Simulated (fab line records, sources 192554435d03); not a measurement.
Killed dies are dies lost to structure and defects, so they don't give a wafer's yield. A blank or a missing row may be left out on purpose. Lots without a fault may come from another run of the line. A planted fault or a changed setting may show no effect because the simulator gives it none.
Chamber matching | flow n5_finfet | N5_MOL_CONTACT_COAG_ETCHBACK_134 on rie_diel-02: 4 sister chambers
The step etches SiO2 in CHF3, target depth 10 nm, time 6.7 s. 4 wafers are shown with their chamber, then 8 later ones without.

WAFERS WITH THEIR CHAMBER
wafer  | chamber | rf_vpp_V (V)
L081.5 | 1       | 524
L087.2 | 2       | 522
L088.6 | 3       | 522
L091.1 | 0       | 522

WAFERS WITHOUT THEIR CHAMBER
wafer  | rf_vpp_V (V)
L091.2 | 521
L091.3 | 522
L094.4 | 520
L094.5 | 520
L094.6 | 522
L095.1 | 522
L095.4 | 519
L095.5 | 523

WHICH CHAMBER EACH WENT THROUGH
wafer  | from the rows above               | in truth
L091.2 | can't be placed: 0 or 2 or 3 or 1 | 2
L091.3 | can't be placed: 0 or 2 or 3 or 1 | 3
L094.4 | can't be placed: 0 or 2 or 3 or 1 | 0
L094.5 | can't be placed: 0 or 2 or 3 or 1 | 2
L094.6 | can't be placed: 0 or 2 or 3 or 1 | 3
L095.1 | can't be placed: 0 or 2 or 3 or 1 | 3
L095.4 | can't be placed: 0 or 2 or 3 or 1 | 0
L095.5 | can't be placed: 0 or 1 or 2 or 3 | 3
Placed correctly: 0 of 8. Can't be placed from these rows: 8 (the true chamber is among the candidates in 8). Placed wrongly: 0.
How it was worked out, from the rows above alone: a wafer's distance from a chamber is the root of the sum, over the readings, of the square of ((its reading less the chamber's mean) divided by the reading's scatter). The wafer belongs to the nearest chamber; if the next one is less than 2 further off, it can't be placed. A chamber's mean is the mean of its shown wafers. The scatter: with one shown wafer a chamber, the root of the mean of the squares of how far each hidden wafer lies from its nearest shown one.
